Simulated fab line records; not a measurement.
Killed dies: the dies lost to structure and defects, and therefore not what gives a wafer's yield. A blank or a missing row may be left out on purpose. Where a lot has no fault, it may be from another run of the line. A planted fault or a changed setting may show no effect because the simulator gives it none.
The tool behind it: which one? + flow nand-harc + 42 wafers from 14 lots sampled at 5 of the route's 1302 steps

WHAT THE GAUGES SHOWED, per wafer
NHARC_A_ZERO_WELL_INSPECT_17.
| lot  | measured     | on                | raw-defect-count |
|------|--------------|-------------------|------------------|
| L200 | day 6 19:31  | defect-inspect-02 | 24 18 22         |
| L204 | day 8 14:41  | defect-inspect-02 | 5 24 20          |
| L205 | day 8 20:12  | defect-inspect-01 | 2 2 7            |
| L206 | day 9 09:42  | defect-inspect-01 | 9 7 9            |
| L207 | day 9 12:40  | defect-inspect-01 | 13 8 8           |
| L210 | day 11 03:54 | defect-inspect-01 | 13 19 22         |
| L211 | day 11 11:04 | defect-inspect-01 | 16 11 12         |
| L212 | day 11 21:07 | defect-inspect-01 | 2 9 7            |
| L218 | day 14 02:58 | defect-inspect-01 | 6 15 9           |
| L219 | day 14 16:28 | defect-inspect-01 | 11 1 7           |
| L221 | day 15 08:45 | defect-inspect-02 | 5 10 5           |
| L220 | day 15 09:20 | defect-inspect-02 | 7 5 16           |
| L222 | day 15 21:47 | defect-inspect-01 | 22 10 10         |
| L223 | day 16 18:28 | defect-inspect-02 | 11 12 6          |

NHARC_A_ONON_D1_THK_MEAS_24: measures by ellipsometry.
| lot  | measured     | on            | thk-nm (nm)                   |
|------|--------------|---------------|-------------------------------|
| L200 | day 8 06:13  | film-metro-02 | 986 987 985                   |
| L204 | day 10 00:38 | film-metro-01 | 1022 1021 1021                |
| L205 | day 10 00:39 | film-metro-02 | 983 984 984                   |
| L206 | day 10 18:55 | film-metro-02 | 993 994 992                   |
| L207 | day 10 18:41 | film-metro-01 | 1005 1006 1007                |
| L210 | day 12 15:46 | film-metro-02 | 1053 1052 1054 1054 1054 1052 |
| L211 | day 12 19:32 | film-metro-02 | 1005 1006 1006                |
| L212 | day 13 08:10 | film-metro-01 | 1081 1080 1081 1080 1081 1078 |
| L218 | day 15 09:37 | film-metro-01 | 976 975 976                   |
| L219 | day 16 00:09 | film-metro-02 | 989 990 990                   |
| L221 | day 16 17:21 | film-metro-01 | 1008 1006 1008                |
| L220 | day 16 17:22 | film-metro-01 | 983 981 982                   |
| L222 | day 17 07:29 | film-metro-01 | 1013 1012 1011                |
| L223 | day 18 03:48 | film-metro-01 | 998 999 1000                  |

NHARC_A_CHANNEL_HOLE_D1_CD_MEAS_10: the cd target is 100 nm.
| lot  | measured     | on        | cd-nm (nm)        |
|------|--------------|-----------|-------------------|
| L200 | day 8 10:56  | cd-sem-03 | 99.6 99.8 99.8    |
| L204 | day 10 05:11 | cd-sem-02 | 100.1 99.2 99.9   |
| L205 | day 10 05:01 | cd-sem-01 | 100.1 100.5 100.2 |
| L206 | day 11 00:20 | cd-sem-02 | 99.7 100.1 100.2  |
| L207 | day 10 23:09 | cd-sem-02 | 100.9 100.8 100.6 |
| L211 | day 12 23:48 | cd-sem-02 | 99.8 100.9 100.8  |
| L218 | day 15 14:40 | cd-sem-02 | 99.9 100.8 99.8   |
| L219 | day 16 04:34 | cd-sem-02 | 99.5 99.3 100.1   |
| L221 | day 17 01:55 | cd-sem-01 | 99.7 99.9 99.5    |
| L220 | day 17 02:25 | cd-sem-03 | 100.2 100.2 99.6  |
| L222 | day 17 11:54 | cd-sem-02 | 100.5 100.6 100.2 |
| L223 | day 18 08:28 | cd-sem-03 | 99.6 99.2 99.8    |

WHICH TOOL RAN EACH LOT (tool, then ch and the chambers of the sampled wafers, then the start)
| lot  | NHARC_P_BONDPAD_ACTIVATE_29        | NHARC_A_ONON_D1_DEP_22           |
|------|------------------------------------|----------------------------------|
| L200 | rie-diel-11 ch 0,1,2, day 6 16:49  | pecvd-onon-03 ch 0, day 8 05:47  |
| L204 | rie-diel-03 ch 0,1,2, day 8 11:59  | pecvd-onon-01 ch 0, day 10 00:19 |
| L205 | rie-diel-03 ch 0,1,3, day 8 17:23  | pecvd-onon-03 ch 0, day 10 00:08 |
| L206 | rie-diel-11 ch 0,3, day 9 06:58    | pecvd-onon-04 ch 0, day 10 18:31 |
| L207 | rie-diel-08 ch 0,3, day 9 09:53    | pecvd-onon-01 ch 0, day 10 18:10 |
| L210 | rie-diel-03 ch 0,2,3, day 11 01:20 | pecvd-onon-03 ch 0, day 12 15:15 |
| L211 | rie-diel-03 ch 1,2, day 11 08:22   | pecvd-onon-01 ch 0, day 12 19:02 |
| L212 | rie-diel-08 ch 0,1,3, day 11 18:25 | pecvd-onon-03 ch 0, day 13 07:50 |
| L218 | rie-diel-11 ch 0,3, day 14 00:13   | pecvd-onon-04 ch 0, day 15 09:06 |
| L219 | rie-diel-11 ch 0,2,3, day 14 13:44 | pecvd-onon-04 ch 0, day 15 23:46 |
| L221 | rie-diel-08 ch 0,1,3, day 15 06:05 | pecvd-onon-03 ch 0, day 16 17:01 |
| L220 | rie-diel-11 ch 0,2,3, day 15 06:38 | pecvd-onon-04 ch 0, day 16 16:54 |
| L222 | rie-diel-03 ch 2,3, day 15 19:04   | pecvd-onon-01 ch 0, day 17 06:59 |
| L223 | rie-diel-11 ch 0,2, day 16 15:46   | pecvd-onon-01 ch 0, day 18 03:24 |
- NHARC_P_BONDPAD_ACTIVATE_29: chemistry N2, time 60 s.
- NHARC_A_ONON_D1_DEP_22: target thk 1000 nm.

WHAT THE TOOLS THEMSELVES READ (means of the sampled wafers that have a number; where no wafer has one, the mark that the record gives instead)
NHARC_P_BONDPAD_ACTIVATE_29.
| lot  | tool        | drypump-motor-current-A (A) | oes-product-au (a.u.) | rf-vpp-V (V) | showerhead-plenum-p-Torr (Torr) |
|------|-------------|-----------------------------|-----------------------|--------------|---------------------------------|
| L200 | rie-diel-11 | 5.6                         | 0.995                 | 64.9         | 1.83                            |
| L204 | rie-diel-03 | 5.5                         | 0.985                 | 64.2         | 1.82                            |
| L205 | rie-diel-03 | 5.8                         | 0.999                 | 65.1         | 1.77                            |
| L206 | rie-diel-11 | 5.6                         | 1.001                 | 63.6         | 1.74                            |
| L207 | rie-diel-08 | 5.3                         | 0.994                 | 63.5         | 1.74                            |
| L210 | rie-diel-03 | 5.5                         | 0.992                 | 64.7         | 1.77                            |
| L211 | rie-diel-03 | 5.3                         | 0.996                 | 64.8         | 1.81                            |
| L212 | rie-diel-08 | 5.6                         | 0.999                 | 64.3         | 1.74                            |
| L218 | rie-diel-11 | 5.6                         | 1.002                 | 63.1         | 1.74                            |
| L219 | rie-diel-11 | 5.5                         | 1.006                 | 64.8         | 1.79                            |
| L221 | rie-diel-08 | 5.6                         | 0.996                 | 63.1         | 1.74                            |
| L220 | rie-diel-11 | 5.5                         | 0.996                 | 64.7         | 1.79                            |
| L222 | rie-diel-03 | 5.7                         | 0.999                 | 64.0         | 1.71                            |
| L223 | rie-diel-11 | 5.2                         | 0.996                 | 64.7         | 1.84                            |

THE ANSWER, worked out from the rows above alone
Rule: what is usual is taken from the lots themselves. The widest of any qualifying gaps counts: lots, ordered by their means at a reading, are off when they make up no more than a third of the lots, leave a main group of 4 or more, and stand apart from it by 3 or more times the standard deviation of that group's means. The tables above print the reading to a certain number of digits; a main group whose means all agree to those digits is not used. Also off: a lot with no number at a reading for which 4 or more lots have one. The other lots that the step has rows for count as sound. First the gauges in route order, then the tools' own readings, where a lot's mean is used as printed above. At the first step where some lot is off, the reading lying furthest off is the one used; lots without a number count as furthest.
Across all readings shown, no lot is off: no conclusion can be drawn from this.

WHAT WAS PUT IN BY THE SIMULATOR
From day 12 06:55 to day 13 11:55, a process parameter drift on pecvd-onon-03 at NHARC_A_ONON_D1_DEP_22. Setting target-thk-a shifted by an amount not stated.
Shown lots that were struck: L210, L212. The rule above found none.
